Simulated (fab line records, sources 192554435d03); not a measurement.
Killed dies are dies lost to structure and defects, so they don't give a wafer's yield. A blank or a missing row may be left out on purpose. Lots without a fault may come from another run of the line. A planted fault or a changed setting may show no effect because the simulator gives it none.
Split-lot experiment | flow n5_finfet | 7 lots, 21 wafers read, on a route of 1938 steps

THE SPLIT
At N5_BEOL_M3_ETCH_70 (etches SOC in N2/H2, target depth 80 nm, overetch 16 nm, time 120 s), the setting time_s was moved away from the recipe's 120 s on 6 of the 21 wafers read, by -20.5% to +17.3%. The other wafers ran this setting at the recipe's value.

The reading is taken at the split's own step.

THE READING
SiARC_of_BEOL_M3_COAT_68.thk_nm (the simulator's own value, which no gauge read), in nm, at N5_BEOL_M3_ETCH_70 (etches SOC in N2/H2, target depth 80 nm, overetch 16 nm, time 120 s). The file gives no usual value for it. The 15 wafers here that ran the recipe average 6.4 nm, standard deviation 0.29 nm.

wafer  | tool, chamber at the split | time_s as run, s | against the recipe | SiARC_of_BEOL_M3_COAT_68.thk_nm, nm | against lot-mates on the recipe
L074.2 | rie_diel-04, 0             | 120              | recipe             | 6.4                                 | -
L074.4 | rie_diel-04, 3             | 120              | recipe             | 6.2                                 | -
L074.5 | rie_diel-04, 0             | 120              | recipe             | 6.6                                 | -
L080.2 | rie_diel-04, 0             | 140.8            | +17.3%             | 5.6                                 | -0.7
L080.3 | rie_diel-04, 3             | 120              | recipe             | 6                                   | -
L080.6 | rie_diel-04, 1             | 120              | recipe             | 6.6                                 | -
L084.1 | rie_diel-04, 0             | 95.44            | -20.5%             | 7.6                                 | +1.4
L084.2 | rie_diel-04, 1             | 95.44            | -20.5%             | 7.8                                 | +1.6
L084.3 | rie_diel-04, 3             | 120              | recipe             | 6.2                                 | -
L083.2 | rie_diel-06, 0             | 120              | recipe             | 6                                   | -
L083.5 | rie_diel-06, 3             | 120              | recipe             | 6.2                                 | -
L083.6 | rie_diel-06, 2             | 120              | recipe             | 6.6                                 | -
L087.2 | rie_diel-06, 2             | 120              | recipe             | 6.8                                 | -
L087.4 | rie_diel-06, 3             | 99.98            | -16.7%             | 7.4                                 | +0.7
L087.5 | rie_diel-06, 3             | 120              | recipe             | 6.6                                 | -
L092.2 | rie_diel-04, 0             | 120              | recipe             | 6                                   | -
L092.4 | rie_diel-04, 0             | 120              | recipe             | 6                                   | -
L092.6 | rie_diel-04, 3             | 98.34            | -18.1%             | 7.2                                 | +1.2
L094.1 | rie_diel-02, 1             | 133.1            | +10.9%             | 6                                   | -0.7
L094.4 | rie_diel-02, 3             | 120              | recipe             | 6.8                                 | -
L094.5 | rie_diel-02, 1             | 120              | recipe             | 6.6                                 | -

THE FIT
A straight line over all 21 wafers: SiARC_of_BEOL_M3_COAT_68.thk_nm changes by -0.0549 nm for each +1% of time_s; r = -0.88; the points scatter about the line by 0.28 nm.
The same after taking each lot's own level away (the mean of its wafers on the recipe; 21 wafers): -0.0608 nm for each +1%; r = -0.94; scatter 0.21 nm.
On that fit, the largest move of time_s shifts the reading by 1.2 nm.
The lots' own levels span 6.00 to 6.70 nm, that is 2.4 times the standard deviation above.
So the lot-to-lot level changes the slope little: the two slopes agree.
Check: with one of the wafers moved furthest among these (-20.5%) left out of the fit, the line predicts +1.23 nm for it against its lot-mates. It came out at +1.4 nm against them.

OTHER SPLITS ON THESE WAFERS
These wafers also went through other splits before the reading. Each is held against what the fit with the lots' levels taken away leaves over:
other split on the same wafers | wafers away from the commonest value | r with SiARC_of_BEOL_M3_COAT_68.thk_nm (lot level and that fit taken away)
N5_BEOL_M2_ETCH_69 bias_w      | 7                                    | +0.21
N5_BEOL_M2_ETCH_70 source_w    | 6                                    | -0.30

THE FILE'S OWN FIT
SiARC_of_BEOL_M3_COAT_68.thk_nm changes by -0.0581 nm for each +1% of time_s, r = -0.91.
